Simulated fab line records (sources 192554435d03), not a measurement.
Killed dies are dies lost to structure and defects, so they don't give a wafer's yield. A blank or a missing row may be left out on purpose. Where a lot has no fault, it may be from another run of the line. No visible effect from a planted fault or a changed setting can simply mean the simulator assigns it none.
Matching of chambers -- flow n5-finfet -- N5_DUMMY_GATE_ETCH_23 on rie-si-01 has 4 sister chambers
The step etches poly-Si in HBr/Cl2/O2, target depth 41 nm, time 22.3 s. 18 wafers are shown with their chamber, then 9 later ones without.

## WAFERS WITH THEIR CHAMBER
wafer,chamber,throttle-valve-pct (%),drypump-motor-current-A (A),oes-product-au (a.u.)
L077.1,0,36.80,6.1,1.033
L077.2,2,37.11,6.3,1.036
L077.4,3,37.00,5.6,0.964
L079.1,3,36.98,5.6,0.958
L079.4,1,37.41,6.2,1.012
L079.6,2,37.11,6.3,1.035
L080.2,0,36.80,6.1,1.039
L080.3,2,37.10,6.3,1.034
L080.4,1,37.43,6.3,1.007
L083.2,3,36.97,5.6,0.966
L083.5,3,36.97,5.6,0.959
L083.6,2,37.10,6.3,1.050
L084.1,0,36.79,6.1,1.033
L084.3,1,37.44,6.3,1.011
L084.5,3,36.98,5.5,0.964
L087.1,2,37.09,6.3,1.039
L087.2,0,36.80,6.1,1.035
L087.5,0,36.81,6.1,1.029

SIGNATURES, as means of the wafers listed above
reading,chamber 0,chamber 1,chamber 2,chamber 3,scatter within a chamber
throttle-valve-pct,36.8000,37.4267,37.1020,36.9800,0.0105
drypump-motor-current-A,6.100,6.267,6.300,5.580,0.0324
oes-product-au,1.03380,1.01000,1.03880,0.96220,0.00452
Rule: a wafer lies at a distance from a chamber equal to the root of the sum of squares, over the readings, of (its reading less the chamber's mean, divided by the reading's scatter). The wafer belongs to the nearest chamber; if the next one is less than 2 further off, it can't be placed. How the scatter is found: for the shown wafers, subtract from each reading the mean of its chamber, square and add these, divide the total by (wafers less chambers), then take the root.

## WAFERS WITH NO CHAMBER GIVEN
wafer,throttle-valve-pct (%),drypump-motor-current-A (A),oes-product-au (a.u.)
L089.1,36.80,6.1,1.034
L089.4,36.99,5.6,0.961
L089.6,37.09,6.3,1.033
L092.2,36.79,6.1,1.021
L092.4,36.98,5.6,0.957
L092.5,36.99,5.6,0.968
L094.4,37.08,6.3,1.045
L094.5,36.98,5.6,0.969
L094.6,36.80,6.1,1.041

## WHICH CHAMBER EACH WENT THROUGH
wafer,from the rows above,in truth
L089.1,0,0
L089.4,3,3
L089.6,2,2
L092.2,0,0
L092.4,3,3
L092.5,3,3
L094.4,2,2
L094.5,3,3
L094.6,0,0
Correctly placed: 9 of 9. Number that these rows cannot place: 0. Placed wrongly: 0.
